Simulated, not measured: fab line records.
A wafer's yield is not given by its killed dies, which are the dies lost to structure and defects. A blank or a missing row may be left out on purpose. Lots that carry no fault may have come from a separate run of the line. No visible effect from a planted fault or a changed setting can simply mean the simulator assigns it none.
Chamber matching / flow nand_harc / 4 sister chambers for NHARC_A_CHANNEL_FILL_D2_ALD_16 on ald_hk-04
The step deposits SiO2, target thk 1.5 nm, pulse time 10 s, ald cycles 15. 8 wafers are shown with their chamber, then 12 later ones without.

EACH WAFER AND ITS CHAMBER
wafer=L084.4; chamber=1; heater_power_outer_w (W)=258; heater_power_w (W)=451
wafer=L085.1; chamber=1; heater_power_outer_w (W)=244; heater_power_w (W)=454
wafer=L085.5; chamber=3; heater_power_outer_w (W)=262; heater_power_w (W)=470
wafer=L089.2; chamber=3; heater_power_outer_w (W)=249; heater_power_w (W)=454
wafer=L089.6; chamber=2; heater_power_outer_w (W)=239; heater_power_w (W)=429
wafer=L090.2; chamber=0; heater_power_outer_w (W)=279; heater_power_w (W)=507
wafer=L090.4; chamber=2; heater_power_outer_w (W)=234; heater_power_w (W)=431
wafer=L090.5; chamber=0; heater_power_outer_w (W)=295; heater_power_w (W)=485

WAFERS MISSING THEIR CHAMBER
wafer=L092.1; heater_power_outer_w (W)=244; heater_power_w (W)=438
wafer=L092.4; heater_power_outer_w (W)=252; heater_power_w (W)=453
wafer=L092.6; heater_power_outer_w (W)=281; heater_power_w (W)=494
wafer=L093.2; heater_power_outer_w (W)=246; heater_power_w (W)=426
wafer=L093.4; heater_power_outer_w (W)=247; heater_power_w (W)=453
wafer=L093.6; heater_power_outer_w (W)=248; heater_power_w (W)=457
wafer=L096.1; heater_power_outer_w (W)=289; heater_power_w (W)=499
wafer=L096.3; heater_power_outer_w (W)=249; heater_power_w (W)=442
wafer=L096.6; heater_power_outer_w (W)=237; heater_power_w (W)=438
wafer=L097.1; heater_power_outer_w (W)=283; heater_power_w (W)=500
wafer=L097.4; heater_power_outer_w (W)=243; heater_power_w (W)=445
wafer=L097.5; heater_power_outer_w (W)=243; heater_power_w (W)=447

WHICH CHAMBER EACH ONE RAN IN
wafer=L092.1; from the rows above=can't be placed: 2 or 1 or 3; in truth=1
wafer=L092.4; from the rows above=can't be placed: 1 or 3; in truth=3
wafer=L092.6; from the rows above=0; in truth=0
wafer=L093.2; from the rows above=can't be placed: 2 or 1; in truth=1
wafer=L093.4; from the rows above=can't be placed: 1 or 3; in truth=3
wafer=L093.6; from the rows above=can't be placed: 1 or 3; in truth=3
wafer=L096.1; from the rows above=0; in truth=0
wafer=L096.3; from the rows above=can't be placed: 1 or 2 or 3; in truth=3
wafer=L096.6; from the rows above=can't be placed: 2 or 1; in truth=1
wafer=L097.1; from the rows above=0; in truth=0
wafer=L097.4; from the rows above=can't be placed: 1 or 2 or 3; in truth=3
wafer=L097.5; from the rows above=can't be placed: 1 or 2 or 3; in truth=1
Correct placement for 3 of the 12. These rows do not allow placing 9 (true chamber among the candidates in 9). 0 placed wrongly.
How it was worked out, from the rows above alone: a wafer's distance from a chamber is the root of the sum, over the readings, of the square of ((its reading less the chamber's mean) divided by the reading's scatter). The wafer belongs to the nearest chamber; if the next one is less than 2 further off, it can't be placed. Each chamber's mean is taken over the wafers shown for it. The scatter: take each reading less its chamber's mean, square it, sum over the shown wafers, divide by the number of wafers less the number of chambers, and take the root.
